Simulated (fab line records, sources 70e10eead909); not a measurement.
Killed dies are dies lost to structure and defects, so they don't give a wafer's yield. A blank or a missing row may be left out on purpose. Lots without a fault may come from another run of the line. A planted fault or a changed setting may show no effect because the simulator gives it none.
One fault seen from 2 desks | flow nand_harc | each desk has only its own numbers; what lay behind them comes last

THE DEFECT DESK
What the inspections along the route counted, lot by lot: means of the sampled wafers that have a number. A lot is out of limits, marked OUT, if its mean lies more than 4 standard deviations from the usual mean; the brackets give that distance.
Columns: A = raw_defect_count at NHARC_A_SIN_REMOVE_INSPECT_04, usual 393
lot  | first seen here | A
L308 | day 21 01:22    | 254
L310 | day 21 13:32    | 475
L311 | day 22 07:52    | 321
L317 | day 25 02:47    | 393
L316 | day 25 06:35    | 328
L319 | day 26 05:13    | 487
L321 | day 26 15:33    | 259
L323 | day 26 21:34    | 402
L324 | day 28 09:20    | 545
L326 | day 28 09:20    | 383
L327 | day 28 22:52    | 391
L328 | day 29 05:32    | 364
This desk's finding: nothing out of limits on any of the 12 lots.

THE TOOL OWNER'S DESK: rie_metal-03
The tool's own readings at NHARC_A_WL_FILL_ETCHBACK_05 (etches the open film in Cl2/BCl3, target depth 22 nm, time 60 s): means of the sampled wafers that have a number, for each lot that ran on this tool. A lot is out of limits, marked OUT, if its mean lies more than 4 standard deviations from the usual mean; the brackets give that distance.
Columns: A = drypump_motor_current_A at NHARC_A_WL_FILL_ETCHBACK_05, usual 5.60 A; B = he_backside_leak_sccm at NHARC_A_WL_FILL_ETCHBACK_05, usual 3.23 sccm; C = oes_product_au at NHARC_A_WL_FILL_ETCHBACK_05, usual 0.998 a.u.; D = run_length_s at NHARC_A_WL_FILL_ETCHBACK_05, usual 81.2 s
lot  | first seen here | A    | B    | C     | D
L308 | day 21 04:41    | 5.24 | 3.09 | 0.994 | 80.7
L317 | day 25 04:34    | 5.23 | 3.83 | 0.995 | 60.1 (-39) OUT
L316 | day 25 08:38    | 5.31 | 3.09 | 0.997 | 60.3 (-39) OUT
L319 | day 26 06:49    | 5.39 | 3.10 | 0.997 | 60.7 (-38) OUT
L327 | day 29 00:28    | 5.30 | 3.12 | 0.999 | 81.0
L328 | day 29 07:08    | 5.31 | 3.13 | 0.996 | 80.9
This desk's finding: out of limits on L316, L317, L319; first on L317, day 25 04:34 (run_length_s at NHARC_A_WL_FILL_ETCHBACK_05). In limits: L308, L327, L328.

PUT TOGETHER
The tool owner's desk could have raised an alarm at day 25 04:34, on L316, L317, L319.
The defect desk saw nothing out of limits.
The defect desk has L316, L317, L319 on record, within its limits.
Of the lots named, all ran NHARC_A_WL_FILL_ETCHBACK_05 on rie_metal-03.

WHAT THE SIMULATOR HAD PUT IN
Process parameter drift: rie_metal-03, from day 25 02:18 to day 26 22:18, at NHARC_A_WL_FILL_ETCHBACK_05. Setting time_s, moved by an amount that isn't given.
Lots struck among those shown: L316, L317, L319.
Hours from the fault's start to each desk's first reading out of limits: the tool owner's desk, 2.
